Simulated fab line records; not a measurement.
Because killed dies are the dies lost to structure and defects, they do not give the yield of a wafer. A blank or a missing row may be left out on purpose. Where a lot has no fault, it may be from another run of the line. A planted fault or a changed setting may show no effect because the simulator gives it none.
Split-lot experiment    flow n5 finfet    39 wafers read from 7 lots, route of 1938 steps

THE SPLIT
At N5_SD_EPI_N_EPI_21 (deposits Si:P, time 690 s), the setting time s was moved away from the recipe's 690 s on 15 of the 39 wafers read, by -7.0% to +11.9%. For the rest of the wafers, this setting stayed at what the recipe calls for.

FROM THE SPLIT TO THE READING: what the file shows between them, 5 steps
- N5_SD_EPI_P_ETCH_36: etches SiARC in CF4, target depth 45.5 nm, time 75.8 s (also split here: bias w)
- N5_SD_EPI_P_ETCH_37: etches SOC in N2/H2, overetch 108 nm, time 486 s
- N5_SD_EPI_P_STRIP_38: strips in N2/H2
- N5_SD_ACTIVATION_RTA_00: time 0 s
- N5_SD_ACTIVATION_LSA_01: time 0.0008 s

THE READING
At N5_SD_ACTIVATION_RS_MEAS_03, a four-point-probe measurement gives RS_SD_N in ohm/sq. Fault-free wafers of this fab line usually give 22.01 ohm/sq, standard deviation 0.25 ohm/sq.

wafer   tool, chamber at the split  time s as run, s  against the recipe  RS_SD_N, ohm/sq  against lot-mates on the recipe
L076.1  epi rpcvd-02, 0             690               recipe              22.37            -
L076.2  epi rpcvd-02, 0             771.8             +11.9%              20.11            -2.19
L076.3  epi rpcvd-02, 0             771.8             +11.9%              20.63            -1.67
L076.4  epi rpcvd-02, 0             771.8             +11.9%              20.48            -1.82
L076.5  epi rpcvd-02, 0             690               recipe              22.18            -
L076.6  epi rpcvd-02, 0             690               recipe              22.36            -
L081.1  epi rpcvd-02, 0             690               recipe              21.92            -
L081.2  epi rpcvd-02, 0             768.5             +11.4%              20.27            -1.58
L081.3  epi rpcvd-02, 0             768.5             +11.4%              20.19            -1.66
L081.4  epi rpcvd-02, 0             768.5             +11.4%              19.93            -1.92
L081.5  epi rpcvd-02, 0             690               recipe              22.11            -
L081.6  epi rpcvd-02, 0             690               recipe              21.53            -
L082.1  epi rpcvd-03, 0             648.6             -6.0%               22.63            +0.82
L082.2  epi rpcvd-03, 0             690               recipe              22.10            -
L082.3  epi rpcvd-03, 0             690               recipe              21.58            -
L082.4  epi rpcvd-03, 0             690               recipe              21.74            -
L082.5  epi rpcvd-03, 0             648.6             -6.0%               22.63            +0.82
L082.6  epi rpcvd-03, 0             648.6             -6.0%               22.81            +1.00
L087.1  epi rpcvd-04, 0             690               recipe              21.77            -
L087.2  epi rpcvd-04, 0             690               recipe              21.88            -
L087.3  epi rpcvd-04, 0             641.8             -7.0%               22.69            +0.85
L087.4  epi rpcvd-04, 0             641.8             -7.0%               22.92            +1.08
L087.5  epi rpcvd-04, 0             641.8             -7.0%               22.74            +0.90
L087.6  epi rpcvd-04, 0             690               recipe              21.88            -
L091.1  epi rpcvd-04, 0             690               recipe              21.66            -
L091.2  epi rpcvd-04, 0             645               -6.5%               22.62            +0.85
L091.3  epi rpcvd-04, 0             690               recipe              21.87            -
L091.4  epi rpcvd-04, 0             645               -6.5%               22.60            +0.83
L091.5  epi rpcvd-04, 0             690               recipe              21.79            -
L091.6  epi rpcvd-04, 0             645               -6.5%               22.44            +0.67
L094.1  epi rpcvd-02, 0             690               recipe              22.04            -
L094.3  epi rpcvd-02, 0             690               recipe              22.16            -
L094.5  epi rpcvd-02, 0             690               recipe              21.97            -
L095.1  epi rpcvd-02, 0             690               recipe              21.94            -
L095.2  epi rpcvd-02, 0             690               recipe              21.95            -
L095.3  epi rpcvd-02, 0             690               recipe              22.13            -
L095.4  epi rpcvd-02, 0             690               recipe              22.24            -
L095.5  epi rpcvd-02, 0             690               recipe              21.86            -
L095.6  epi rpcvd-02, 0             690               recipe              22.15            -

FIT RESULTS
A straight line over all 39 wafers: RS_SD_N changes by -0.133 ohm/sq for each +1% of time s; r = -0.96; the points scatter about the line by 0.23 ohm/sq.
The same after taking each lot's own level away (the mean of its wafers on the recipe; 39 wafers): -0.148 ohm/sq for each +1%; r = -0.98; scatter 0.16 ohm/sq.
Per that fit: largest time s move, reading shift of 1.8 ohm/sq.
From 21.773 to 22.303 ohm/sq: that is the span of the lots' own levels, equal to 2.1 times the standard deviation above.
The two slopes are in agreement: the lot-to-lot level therefore moves the slope only a little.
Check: for one of the wafers moved furthest among these (+11.9%), held out of the fit, the line's prediction against its lot-mates is -1.73 ohm/sq. Against them it came out at -2.19 ohm/sq.

FURTHER SPLITS ON THESE WAFERS
Note: prior to the reading, these wafers also went through further splits. Each is held against what the fit with the lots' levels taken away leaves over:
other split on the same wafers   wafers away from the commonest value  r with RS_SD_N (lot level and that fit taken away)
N5_DUMMY_GATE_EXPOSE_12 dose mj  12                                    +0.01
N5_DUMMY_GATE_ETCH_32 time s     12                                    +0.07
N5_SD_EPI_P_ETCH_36 bias w       15                                    -0.11

THE WHOLE CHAIN: every reading that the file lists as answering this split, in the file's order
step                         what it does                  reading                                                                          change (the file's fit)                r (the file's)
N5_SD_EPI_N_EPI_21           deposits Si:P, time 690 s     Si-P_of_SD_EPI_N_EPI_21.thk nm (the simulator's own value, which no gauge read)  +0.408 nm for each +1% of the setting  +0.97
N5_SD_ACTIVATION_RS_MEAS_03  measures by four-point-probe  RS_SD_N                                                                          -0.149 for each +1% of the setting     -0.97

FILE'S OWN FIT
RS_SD_N changes by -0.149 ohm/sq for each +1% of time s, r = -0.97.
